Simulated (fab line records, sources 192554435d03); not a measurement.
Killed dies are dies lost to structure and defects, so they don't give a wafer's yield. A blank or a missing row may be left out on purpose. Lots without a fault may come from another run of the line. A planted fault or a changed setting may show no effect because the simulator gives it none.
Split-lot experiment | flow n5_finfet | 7 lots, 21 wafers read, on a route of 1938 steps

THE SPLIT
At N5_PASSIVATION_EXPOSE_27 (exposes mask PAD, defocus 0 nm), the setting dose_mj was moved away from the recipe's 32.3 on 6 of the 21 wafers read, by -7.1% to +7.2%. The other wafers ran this setting at the recipe's value.

FROM THE SPLIT TO THE READING: what the file shows between them, 3 steps
- N5_PASSIVATION_PEB_28
- N5_PASSIVATION_DEVELOP_29: develop time 60 s
- N5_PASSIVATION_HARDBAKE_31: time 120 s

THE READING
cd_nm, in nm, at N5_PASSIVATION_CD_MEAS_30 (target cd 4000 nm). Fault-free wafers of this fab line usually give 3998.7 nm, standard deviation 2.4 nm.

wafer  | tool, chamber at the split | dose_mj as run | against the recipe | cd_nm, nm | against lot-mates on the recipe
L077.2 | krf_scanner-02, 0          | 32.3           | recipe             | 3998.7    | -
L077.5 | krf_scanner-02, 0          | 32.3           | recipe             | 3995.9    | -
L077.6 | krf_scanner-02, 0          | 32.3           | recipe             | 3995.8    | -
L076.2 | krf_scanner-02, 0          | 32.3           | recipe             | 3998.4    | -
L076.3 | krf_scanner-02, 0          | 32.3           | recipe             | 3999.2    | -
L076.6 | krf_scanner-02, 0          | 32.3           | recipe             | 3998.8    | -
L086.1 | krf_scanner-01, 0          | 32.3           | recipe             | 3997.3    | -
L086.3 | krf_scanner-01, 0          | 32.3           | recipe             | 3994.5    | -
L086.5 | krf_scanner-01, 0          | 34.26          | +6.1%              | 4006.6    | +10.7
L084.2 | krf_scanner-01, 0          | 34.6           | +7.1%              | 4008.4    | +7.2
L084.4 | krf_scanner-01, 0          | 34.6           | +7.1%              | 4010.9    | +9.7
L084.6 | krf_scanner-01, 0          | 32.3           | recipe             | 4001.2    | -
L087.1 | krf_scanner-01, 0          | 32.3           | recipe             | 3997.0    | -
L087.2 | krf_scanner-01, 0          | 30.01          | -7.1%              | 3985.5    | -12.9
L087.5 | krf_scanner-01, 0          | 32.3           | recipe             | 3999.9    | -
L096.3 | krf_scanner-01, 0          | 34.64          | +7.2%              | 4009.7    | +8.3
L096.4 | krf_scanner-01, 0          | 34.64          | +7.2%              | 4010.6    | +9.2
L096.6 | krf_scanner-01, 0          | 32.3           | recipe             | 4001.4    | -
L094.1 | krf_scanner-02, 0          | 32.3           | recipe             | 4000.8    | -
L094.5 | krf_scanner-02, 0          | 32.3           | recipe             | 3999.4    | -
L094.6 | krf_scanner-02, 0          | 32.3           | recipe             | 4006.0    | -

THE FIT
A straight line over all 21 wafers: cd_nm changes by +1.58 nm for each +1% of dose_mj; r = +0.92; the points scatter about the line by 2.5 nm.
The same after taking each lot's own level away (the mean of its wafers on the recipe; 21 wafers): +1.41 nm for each +1%; r = +0.94; scatter 1.8 nm.
On that fit, the largest move of dose_mj shifts the reading by 10 nm.
The lots' own levels span 3995.90 to 4002.07 nm, that is 2.6 times the standard deviation above.
So the lot-to-lot level changes the slope: the two fits differ.
Check: with one of the wafers moved furthest among these (+7.2%) left out of the fit, the line predicts +10.2 nm for it against its lot-mates. It came out at +8.3 nm against them.

OTHER SPLITS ON THESE WAFERS
These wafers also went through other splits before the reading. Each is held against what the fit with the lots' levels taken away leaves over:
other split on the same wafers | wafers away from the commonest value | r with cd_nm (lot level and that fit taken away)
N5_BEOL_M12_COAT_66 spin_rpm   | 10                                   | -0.12
N5_BEOL_M13_ETCH_68 time_s     | 3                                    | +0.27
N5_BEOL_M14_PEB_26 peb_temp_c  | 7                                    | +0.05
N5_BEOL_M14_DESCUM_33 time_s   | 7                                    | -0.11
N5_BEOL_M14_DEP_53 time_s      | 5                                    | -0.14
N5_BEOL_M15_EXPOSE_07 dose_mj  | 5                                    | +0.36

THE FILE'S OWN FIT
cd_nm changes by +1.47 nm for each +1% of dose_mj, r = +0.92.
